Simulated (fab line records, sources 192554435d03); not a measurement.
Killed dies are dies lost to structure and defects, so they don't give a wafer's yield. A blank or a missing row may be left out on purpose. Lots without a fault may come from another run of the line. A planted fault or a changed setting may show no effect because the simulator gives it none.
Which tool did it? | flow n5_finfet | 24 lots, 72 wafers sampled, at 1 step of a route of 1938

WHAT THE GAUGES READ, wafer by wafer
N5_HKMG_FIN_INSPECT_14: inspects for defects (macro).
lot  | measured     | on                | raw_defect_count
L076 | day 4 17:35  | defect_inspect-02 | 2 1 1
L075 | day 4 21:34  | defect_inspect-01 | 2 1 0
L077 | day 5 04:16  | defect_inspect-02 | 3 0 4
L078 | day 5 06:59  | defect_inspect-02 | 5 1 2
L074 | day 5 11:47  | defect_inspect-01 | 3 1 4
L079 | day 5 12:35  | defect_inspect-01 | 1 1 2
L080 | day 5 16:40  | defect_inspect-01 | 4 4 1
L081 | day 5 19:48  | defect_inspect-01 | 4 2 0
L082 | day 6 04:04  | defect_inspect-01 | 4 3 4
L083 | day 6 09:50  | defect_inspect-02 | 3 0 5
L084 | day 6 12:34  | defect_inspect-02 | 1 1 1
L085 | day 6 23:58  | defect_inspect-01 | 0 1 3
L086 | day 7 12:34  | defect_inspect-01 | 2 1 3
L087 | day 7 15:54  | defect_inspect-02 | 4 1 1
L088 | day 7 17:44  | defect_inspect-01 | 4 4 1
L090 | day 8 00:32  | defect_inspect-01 | 2 3 4
L089 | day 8 02:09  | defect_inspect-01 | 1 2 0
L091 | day 8 11:19  | defect_inspect-02 | 1 3 3
L092 | day 8 15:40  | defect_inspect-02 | 6 1 1
L093 | day 8 20:33  | defect_inspect-02 | 4 1 3
L094 | day 9 04:25  | defect_inspect-02 | 3 1 1
L095 | day 9 11:26  | defect_inspect-02 | 4 2 1
L096 | day 9 15:49  | defect_inspect-02 | 1 1 2
L097 | day 10 00:53 | defect_inspect-02 | 1 1 1

WHICH TOOL RAN EACH LOT (tool, then ch and the chambers of the sampled wafers, then the start)
The record holds no process step before these readings.

WHAT THE TOOLS THEMSELVES READ (means of the sampled wafers that have a number; where no wafer has one, the mark that the record gives instead)
The record holds no such reading with a usual standard deviation.

THE ANSWER, worked out from the rows above alone
Rule: what is usual is taken from the lots themselves. Put in order of their means at a reading, lots are off if they are a third of the lots or fewer, leave a main group of 4 or more, and stand apart from it by a gap of 3 or more times the standard deviation of the main group's means; of several such gaps the widest counts. A main group whose means are all the same, to the digits that the tables above print for the reading, isn't used. A lot without any number at a reading at which 4 lots or more have one is off too. The other lots that the step has rows for count as sound. The gauges are gone through in route order, then the tools' own readings, and for those a lot's mean is taken as printed above. The first step at which some lot is off is used, and at that step the reading that is off furthest; a lot without a number counts as furthest.
No lot is off at any reading shown: from this, nothing can be told.

WHAT THE SIMULATOR HAD PUT IN
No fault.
